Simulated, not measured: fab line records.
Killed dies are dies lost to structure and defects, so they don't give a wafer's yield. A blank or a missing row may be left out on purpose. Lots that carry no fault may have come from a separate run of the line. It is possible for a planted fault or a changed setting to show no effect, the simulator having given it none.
Split-lot experiment | flow n5_finfet | 39 wafers read from 7 lots, route of 1938 steps

== THE SPLIT ITSELF ==
At N5_MOL_CONTACT_COAG_CVD_140 (deposits W, target thk 66.5 nm, time 215 s), the setting target_thk_a was moved away from the recipe's 665 angstrom on 9 of the 39 wafers read, by -10.7% to +7.8%. For the rest of the wafers, this setting stayed at what the recipe calls for.

Reading taken at the split's own step.

== THE READING ==
W_of_MOL_CONTACT_COAG_CVD_140.thk_nm (the simulator's own value, which no gauge read), in nm, at N5_MOL_CONTACT_COAG_CVD_140 (deposits W, target thk 66.5 nm, time 215 s). The file does not state a usual value for it. Across the 30 wafers here that went through the recipe, the average is 66.8 nm and the standard deviation 1 nm.

wafer  | tool, chamber at the split | target_thk_a as run, angstrom | against the recipe | W_of_MOL_CONTACT_COAG_CVD_140.thk_nm, nm | against lot-mates on the recipe
L076.1 | cvd_w-01, 0                | 665                           | recipe             | 66.4                                     | -
L076.2 | cvd_w-01, 1                | 665                           | recipe             | 68                                       | -
L076.6 | cvd_w-01, 1                | 665                           | recipe             | 68                                       | -
L076.3 | cvd_w-01, 1                | 665                           | recipe             | 67.6                                     | -
L076.4 | cvd_w-01, 0                | 665                           | recipe             | 66                                       | -
L076.5 | cvd_w-01, 0                | 665                           | recipe             | 65.8                                     | -
L077.1 | cvd_w-02, 0                | 593.7                         | -10.7%             | 58.4                                     | -8.7
L077.5 | cvd_w-02, 0                | 593.7                         | -10.7%             | 58.4                                     | -8.7
L077.2 | cvd_w-02, 1                | 665                           | recipe             | 67.2                                     | -
L077.3 | cvd_w-02, 1                | 665                           | recipe             | 67.2                                     | -
L077.4 | cvd_w-02, 0                | 593.7                         | -10.7%             | 58                                       | -9.1
L077.6 | cvd_w-02, 1                | 665                           | recipe             | 66.8                                     | -
L078.1 | cvd_w-02, 0                | 665                           | recipe             | 65.2                                     | -
L078.6 | cvd_w-02, 0                | 665                           | recipe             | 65.2                                     | -
L078.2 | cvd_w-02, 1                | 665                           | recipe             | 67.2                                     | -
L078.3 | cvd_w-02, 1                | 665                           | recipe             | 67.4                                     | -
L078.4 | cvd_w-02, 0                | 665                           | recipe             | 65.4                                     | -
L078.5 | cvd_w-02, 1                | 665                           | recipe             | 68                                       | -
L080.1 | cvd_w-01, 1                | 665                           | recipe             | 68.2                                     | -
L080.2 | cvd_w-01, 0                | 710.7                         | +6.9%              | 71                                       | +4.3
L080.3 | cvd_w-01, 0                | 665                           | recipe             | 66.4                                     | -
L080.4 | cvd_w-01, 1                | 710.7                         | +6.9%              | 72.6                                     | +5.9
L080.5 | cvd_w-01, 1                | 710.7                         | +6.9%              | 72.6                                     | +5.9
L080.6 | cvd_w-01, 0                | 665                           | recipe             | 65.4                                     | -
L085.1 | cvd_w-02, 0                | 665                           | recipe             | 66.8                                     | -
L085.3 | cvd_w-02, 0                | 665                           | recipe             | 66.2                                     | -
L085.5 | cvd_w-02, 0                | 665                           | recipe             | 66.4                                     | -
L088.1 | cvd_w-01, 1                | 665                           | recipe             | 68.2                                     | -
L088.3 | cvd_w-01, 1                | 665                           | recipe             | 68.2                                     | -
L088.2 | cvd_w-01, 0                | 665                           | recipe             | 67.2                                     | -
L088.4 | cvd_w-01, 0                | 665                           | recipe             | 66.2                                     | -
L088.5 | cvd_w-01, 0                | 665                           | recipe             | 65.8                                     | -
L088.6 | cvd_w-01, 1                | 665                           | recipe             | 68.4                                     | -
L090.1 | cvd_w-02, 1                | 665                           | recipe             | 66.8                                     | -
L090.2 | cvd_w-02, 0                | 665                           | recipe             | 65.2                                     | -
L090.3 | cvd_w-02, 0                | 716.6                         | +7.8%              | 72                                       | +5.6
L090.4 | cvd_w-02, 1                | 716.6                         | +7.8%              | 73                                       | +6.6
L090.5 | cvd_w-02, 0                | 716.6                         | +7.8%              | 70.8                                     | +4.4
L090.6 | cvd_w-02, 1                | 665                           | recipe             | 67.2                                     | -

FIT RESULTS
A straight line over all 39 wafers: W_of_MOL_CONTACT_COAG_CVD_140.thk_nm changes by +0.755 nm for each +1% of target_thk_a; r = +0.96; the points scatter about the line by 0.99 nm.
The same after taking each lot's own level away (the mean of its wafers on the recipe; 39 wafers): +0.785 nm for each +1%; r = +0.96; scatter 0.92 nm.
Per that fit: largest target_thk_a move, reading shift of 8.4 nm.
Across the lots, their own levels run from 66.40 to 67.33 nm, a range of 0.9 times the standard deviation given above.
Consequently the slope shifts little with the lot-to-lot level, the two slopes agreeing.
Check: for one of the wafers moved furthest among these (-10.7%), held out of the fit, the line's prediction against its lot-mates is -8.45 nm. It came out at -8.67 nm against them.

== OTHER SPLITS APPLIED TO THESE WAFERS ==
Before the reading, these wafers also passed through other splits. Each is held against what the fit with the lots' levels taken away leaves over:
other split on the same wafers               | wafers away from the commonest value | r with W_of_MOL_CONTACT_COAG_CVD_140.thk_nm (lot level and that fit taken away)
N5_PMOS_HMC_CHANNEL_EPI_FIN_RECESS_16 time_s | 15                                   | +0.18
N5_FIN_SAQP_ALD_61 ald_cycles                | 12                                   | +0.10
N5_DUMMY_GATE_ETCH_31 target_depth_a         | 15                                   | +0.09
N5_HKMG_FIN_ETCH_54 bias_w                   | 9                                    | +0.22
N5_MOL_CONTACT_COAG_IMPLANT_129 energy_kev   | 15                                   | -0.04

== THE FILE'S OWN FIT ==
W_of_MOL_CONTACT_COAG_CVD_140.thk_nm changes by +0.784 nm for each +1% of target_thk_a, r = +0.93.
